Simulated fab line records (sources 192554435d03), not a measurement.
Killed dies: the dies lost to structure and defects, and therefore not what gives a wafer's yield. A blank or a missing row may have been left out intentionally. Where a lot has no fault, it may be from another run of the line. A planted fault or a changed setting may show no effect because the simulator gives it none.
Matching of chambers / flow n5Finfet / aldSin-01 running N5_BEOL_M1_ALD_98: 4 sister chambers
The step deposits SiO2, target thk 2.5 nm, pulse time 1 s, co reactant pulse time 1 s. 4 wafers are shown with their chamber, then 12 later ones without.

## WAFERS, EACH WITH ITS CHAMBER
wafer=L087.2; chamber=1; heaterPowerW (W)=70
wafer=L087.3; chamber=2; heaterPowerW (W)=102
wafer=L087.5; chamber=3; heaterPowerW (W)=88
wafer=L087.6; chamber=0; heaterPowerW (W)=77

## WAFERS WITH NO CHAMBER GIVEN
wafer=L088.1; heaterPowerW (W)=69
wafer=L088.4; heaterPowerW (W)=79
wafer=L088.6; heaterPowerW (W)=97
wafer=L091.2; heaterPowerW (W)=74
wafer=L091.3; heaterPowerW (W)=102
wafer=L091.4; heaterPowerW (W)=87
wafer=L094.2; heaterPowerW (W)=71
wafer=L094.4; heaterPowerW (W)=77
wafer=L094.5; heaterPowerW (W)=100
wafer=L095.1; heaterPowerW (W)=84
wafer=L095.3; heaterPowerW (W)=97
wafer=L095.6; heaterPowerW (W)=88

## THE CHAMBER EACH PASSED THROUGH
wafer=L088.1; from the rows above=1; in truth=1
wafer=L088.4; from the rows above=0; in truth=0
wafer=L088.6; from the rows above=can't be placed: 2 or 3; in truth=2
wafer=L091.2; from the rows above=can't be placed: 0 or 1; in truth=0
wafer=L091.3; from the rows above=2; in truth=2
wafer=L091.4; from the rows above=3; in truth=3
wafer=L094.2; from the rows above=can't be placed: 1 or 0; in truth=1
wafer=L094.4; from the rows above=0; in truth=0
wafer=L094.5; from the rows above=2; in truth=2
wafer=L095.1; from the rows above=can't be placed: 3 or 0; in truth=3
wafer=L095.3; from the rows above=can't be placed: 2 or 3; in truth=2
wafer=L095.6; from the rows above=3; in truth=3
Placed correctly: 7 of 12. From these rows, 5 cannot be placed; in 5 the true chamber is one of the candidates. Wrongly placed: 0.
How it was worked out, from the rows above alone: a wafer's distance from a chamber is the root of the sum, over the readings, of the square of ((its reading less the chamber's mean) divided by the reading's scatter). If the next closest chamber is less than 2 further off than the closest, the wafer can't be placed; otherwise it belongs to the closest. Each chamber's mean is taken over the wafers shown for it. The scatter (one wafer shown for each chamber): square how far every hidden wafer sits from the nearest shown wafer, average those squares and take the square root.
